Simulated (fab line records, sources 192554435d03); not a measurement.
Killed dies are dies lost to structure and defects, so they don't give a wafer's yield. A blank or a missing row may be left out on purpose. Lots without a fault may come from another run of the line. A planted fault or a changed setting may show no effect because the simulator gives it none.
A struck lot beside a sound one | flow n5_finfet | 18 steps out of a route of 1938
Sound: wafers L188.1, L188.2, L188.6. Struck: wafers L177.1, L177.5, L177.6. The cause comes at the end.
At each step with rows: each side's tool, then ch and its chambers, then its first start. Under that, the readings that differ: sound wafers | struck wafers | difference of the means | sigmas: that difference in standard deviations of wafers without a fault.
alike: readings whose means differ by less than 2 such deviations, and words and numbers that are the same on both sides. not compared: withheld readings, readings that some wafer has no value for, bounds like >300 that may hide the same value, and numbers for which the record gives no deviation and whose values overlap.
The two part at a step that has a row with sigmas, a row that says differs or no value, or rows on one side only. Numbers that don't overlap but have no deviation are shown without sigmas and don't part them. A reading that every wafer of one side lacks parts them only if that side has two wafers or more.

first, 9 steps without rows for these wafers: N5_GATE_CUT_EXPOSE_10 (exposes mask GATE CUT, target cd 20 nm); N5_GATE_CUT_PEB_11 (peb time 60 s); N5_GATE_CUT_DEVELOP_12 (develop time 30 s); N5_GATE_CUT_DESCUM_18 (chemistry O2, time 7 s); N5_GATE_CUT_ETCH_28 (etches underlayer in N2/H2, target depth 13 nm, time 10.4 s); N5_GATE_CUT_ETCH_36 (etches SiARC in CF4, target depth 13 nm, time 21.7 s); N5_GATE_CUT_ETCH_37 (etches SOC in N2/H2, target depth 60 nm, overetch 12 nm, time 90 s); N5_GATE_CUT_STRIP_38 (strips in N2/H2); N5_GATE_CUT_STRIP_39 (strips in N2/H2).
N5_GATE_CUT_HM_OPEN_40: chemistry C4F6/O2, target SiO2, target depth 139 nm, time 85.1 s.
  sound on rie_diel-01 ch 0,2,3, day 9 16:49; struck on rie_diel-01 ch 0,3, day 6 18:30
  no value came back on the struck wafers for any of 8 readings (C4F6_flow_sccm (sccm), O2_flow_sccm (sccm) and others); on the sound wafers C4F6_flow_sccm (sccm) reads 9.953 9.982 10.013
  reading                                     | sound          | struck       | difference | sigmas
  model.SOC_of_GATE_CUT_COAT_34.thk_nm (nm)   | 33.6 33.4 32.2 | 60.2 60.4 60 | +27.1      |
  model.SiARC_of_GATE_CUT_COAT_35.thk_nm (nm) | 0 0 0          | 6 5.8 6      | +6         |
  not compared: rf_hours_counter_h
N5_GATE_CUT_STRIP_41: strips in CF4.
  sound on rie_diel-01 ch 0,2,3, day 9 16:52; struck on rie_diel-01 ch 0,3, day 6 18:34
  reading               | sound             | struck            | difference | sigmas
  oes_product_au (a.u.) | 0.157 0.159 0.187 | 0.694 0.836 0.709 | +0.579     | +29
  alike: cf4_flow_sccm, drypump_motor_current_A, rf_vpp_V, showerhead_plenum_p_Torr, throttle_valve_pct
  not compared: rf_hours_counter_h
then, 1 step without rows for these wafers: N5_GATE_CUT_STRIP_42 (strips in O2).
N5_GATE_CUT_ETCH_19: etches SiNx in CH3F/O2, target depth 53.7 nm, time 76.7 s.
  sound on rie_diel-01 ch 0,2,3, day 9 16:56; struck on rie_diel-01 ch 0,3, day 6 18:37
  reading               | sound          | struck            | difference | sigmas
  etch_rf_on_time_s (s) | 77.4 79.3 75.7 | 191.7 191.8 191.7 | +114.3     | +76
  oes_product_au (a.u.) | 0.59 0.60 0.71 | 0.26 0.31 0.26    | -0.36      | -5
  alike: drypump_motor_current_A, rf_vpp_V, showerhead_plenum_p_Torr, throttle_valve_pct
  not compared: rf_hours_counter_h
N5_GATE_CUT_CUT_ETCH_53: etches W in SF6/Cl2, target depth 79.2 nm.
  sound on rie_metal-01 ch 0,1, day 9 17:02; struck on rie_metal-01 ch 0,1, day 6 18:44
  reading                | sound             | struck            | difference | sigmas
  etch_rf_on_time_s (s)  | 26.4 26.1 26.2    | 34.3 34.3 34.3    | +8.1       | +22
  oes_product_au (a.u.)  | 0.76 0.82 0.77    | 0.35 0.36 0.33    | -0.44      | -4
  throttle_valve_pct (%) | 28.73 28.75 28.72 | 27.34 27.33 27.31 | -1.41      | -8
  alike: SF6_flow_sccm, drypump_motor_current_A
  not compared: rf_hours_counter_h
N5_GATE_CUT_CUT_ETCH_54: etches TiN in Cl2/BCl3, target depth 96.7 nm.
  sound on rie_metal-01 ch 0,1, day 9 17:05; struck on rie_metal-01 ch 0,1, day 6 18:47
  reading                | sound             | struck            | difference | sigmas
  etch_rf_on_time_s (s)  | 36.2 36.2 36.1    | 47.9 47.9 47.9    | +11.7      | +26
  oes_product_au (a.u.)  | 0.77 0.82 0.77    | 0.36 0.36 0.33    | -0.44      | -4
  throttle_valve_pct (%) | 22.07 22.08 22.08 | 22.61 22.62 22.58 | +0.53      | +3
  alike: drypump_motor_current_A
  not compared: rf_hours_counter_h
N5_GATE_CUT_CUT_ETCH_55: etches HfO2 in BCl3, target depth 3.2 nm.
  sound on rie_metal-01 ch 0,1, day 9 17:09; struck on rie_metal-01 ch 0,1, day 6 18:51
  reading               | sound          | struck         | difference | sigmas
  oes_product_au (a.u.) | 0.83 0.90 0.83 | 0.36 0.36 0.33 | -0.50      | -4
  alike: drypump_motor_current_A, throttle_valve_pct
  not compared: rf_hours_counter_h
N5_BEOL_M4_RC_MEAS_101:
  the record has rows for the sound wafers here (prober-02 ch 0, day 12 18:56) and none for the struck ones
-- the record jumps here: 8 days lie between the struck wafers' starts before and after (it left off in module BEOL_M4 and takes up again in module PASSIVATION, whose first step shown is number 1936 of the route) --
N5_PASSIVATION_PROBE_49:
  sound on prober-02, day 17 01:55; struck on prober-01, day 14 10:01
  reading                  | sound          | struck         | difference | sigmas
  defect_limited_yield (%) | 93.5 92.7 91.4 | 0 0 0          | -93        | -62
  killed_at_contacts       | 20 21 26       | 6 13 10        | -13        | -2
  killed_at_front_end      | 18 22 39       | 1131 1112 1127 | +1097      | +99 or more
  killed_dies              | 77 86 101      | 1180 1180 1180 | +1092      | +61
  killed_on_rim            | 12 14 10       | 152 152 152    | +140       | +37
  sort_bin_5_function (%)  | 4.2 4.2 4.9    | 96.9 95.3 96.5 | +91.8      | +92
  sort_n_pass              | 1103 1094 1079 | 0 0 0          | -1092      | -57
  sort_yield_pct (%)       | 93.5 92.7 91.4 | 0 0 0          | -93        | -58
  alike: killed_at_M0_to_M3, killed_at_M4_up, killed_at_other, killed_open, killed_short, sort_bin_6_memory

WHERE THEY PART
First at N5_GATE_CUT_HM_OPEN_40; last, within this record, at N5_PASSIVATION_PROBE_49.

WHY: what the simulator had put in
Skipped step whole: rie_diel-01, from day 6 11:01 on, at N5_GATE_CUT_HM_OPEN_40. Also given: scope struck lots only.
